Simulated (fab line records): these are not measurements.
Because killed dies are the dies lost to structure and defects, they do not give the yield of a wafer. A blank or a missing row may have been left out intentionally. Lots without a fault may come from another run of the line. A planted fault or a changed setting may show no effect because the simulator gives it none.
Comparing a struck lot with a sound one    flow nandHarc    20 steps out of a route of 1302
Sound: the wafers L356.2, L356.3, L356.6. Struck: wafer L366.3 (L366.2, L366.5, from the same lot, were not struck and are left out); the cause is given at the end.
At each step with rows: each side's tool, then ch and its chambers, then its first start. Under that, the readings that differ: sound wafers    struck wafers    difference of the means    sigmas: that difference in standard deviations of wafers without a fault.
alike: words and numbers the same on both sides, and readings whose means are apart by under 2 such deviations; not compared: readings that were withheld, readings missing a value for some wafer, numbers with overlapping values and no deviation given by the record, and bounds like >300 which may hide the same value.
Wherever a step has rows on one side only, a row that says differs or no value, or a row with sigmas, the two part there. Non-overlapping numbers with no deviation appear without sigmas and do not part them. A reading missing from all wafers of one side parts the sides only when that side holds two or more wafers.

first, 7 steps without rows for these wafers: NHARC_A_ZERO_WELL_COAT_18 (time 65 s); NHARC_A_ZERO_WELL_COAT_04 (resist thk 600 nm); NHARC_A_ZERO_WELL_SOFTBAKE_05 (time 70 s); NHARC_A_ZERO_WELL_EBR_06; NHARC_A_ZERO_WELL_EXPOSE_07 (exposes mask A ZERO); NHARC_A_ZERO_WELL_PEB_08 (peb time 80 s); NHARC_A_ZERO_WELL_DEVELOP_09 (time 50 s).
NHARC_A_ZERO_WELL_CD_MEAS_10: the cd target is 2000 nm.
  sound on cdSem-02 ch 0, day 9 11:33; struck on cdSem-01 ch 0, day 13 16:41
  alike: cdNm
then, 1 step without rows for these wafers: NHARC_A_ZERO_WELL_HARDBAKE_11 (time 65 s).
NHARC_A_ZERO_WELL_DESCUM_12: chemistry O2, time 3 s.
  sound on rieDiel-11 ch 1,2,3, day 9 11:42; struck on rieDiel-09 ch 3, day 13 16:50
reading              sound              struck  difference  sigmas
oesProductAu (a.u.)  1.012 1.003 1.004  0.994   -0.012      -2
  alike: drypumpMotorCurrentA, rfVppV, showerheadPlenumPTorr, throttleValvePct
  not compared: rfHoursCounterH
NHARC_A_ZERO_WELL_ETCH_19: etches the open film in N2/H2, target depth 80 nm, overetch 24 nm, time 87.88 s.
  sound on rieDiel-11 ch 2,3, day 9 11:48; struck on rieDiel-09 ch 2, day 13 16:55
reading              sound              struck  difference  sigmas
oesProductAu (a.u.)  1.012 1.001 1.013  0.992   -0.017      -2
  alike: drypumpMotorCurrentA, rfVppV, showerheadPlenumPTorr, throttleValvePct
  not compared: rfHoursCounterH
NHARC_A_ZERO_WELL_ETCH_13: etches the open film in HBr/Cl2, target depth 120 nm, time 40.1 s.
  sound on rieSi-01 ch 0,1, day 9 11:56; struck on rieSi-01 ch 2, day 13 17:02
  alike: drypumpMotorCurrentA, oesProductAu, throttleValvePct
  not compared: rfHoursCounterH
NHARC_A_ZERO_WELL_STRIP_14: strips in SPM, time 900 s.
  sound on wetBench-05 ch 2,4,7, day 9 12:05; struck on wetBench-09 ch 0,5,6, day 13 17:11
then, 3 steps without rows for these wafers: NHARC_A_ZERO_WELL_IMPLANT_15; NHARC_A_ZERO_WELL_PRECLEAN_22 (cleans in SC1, time 60 s); NHARC_A_ZERO_WELL_SRD_23.
NHARC_A_ZERO_WELL_RTA_16: time 10 s.
  sound on rtpAnneal-01 ch 0, day 9 12:52; struck on rtpAnneal-01 ch 0, day 13 18:17
  alike: lampPowerPct, wafer_temp_C_max
NHARC_A_ZERO_WELL_INSPECT_17:
  struck on defectInspect-02, day 13 18:28; sound on defectInspect-01, day 9 13:02
reading         sound     struck  difference  sigmas
rawDefectCount  14 20 15  1394    +1378       +99 or more
then, 1 step without rows for these wafers: NHARC_A_SOURCE_PLATE_PRECLEAN_00 (cleans in HF-LAST, time 60 s).
-- jump in the record: it breaks off in module A_SOURCE_PLATE and resumes in module END (first step shown: number 1302 of the route), and 17 days separate the struck wafers' starts before and after --
NHARC_END_SORT_01:
  only the struck wafers appear in the record here, on prober-02 ch 0 at day 31 01:05; the sound ones have no rows

WHERE THEY PART
Last at NHARC_END_SORT_01 as far as this record goes, first at NHARC_A_ZERO_WELL_DESCUM_12.

WHY: what had been put in by the simulator
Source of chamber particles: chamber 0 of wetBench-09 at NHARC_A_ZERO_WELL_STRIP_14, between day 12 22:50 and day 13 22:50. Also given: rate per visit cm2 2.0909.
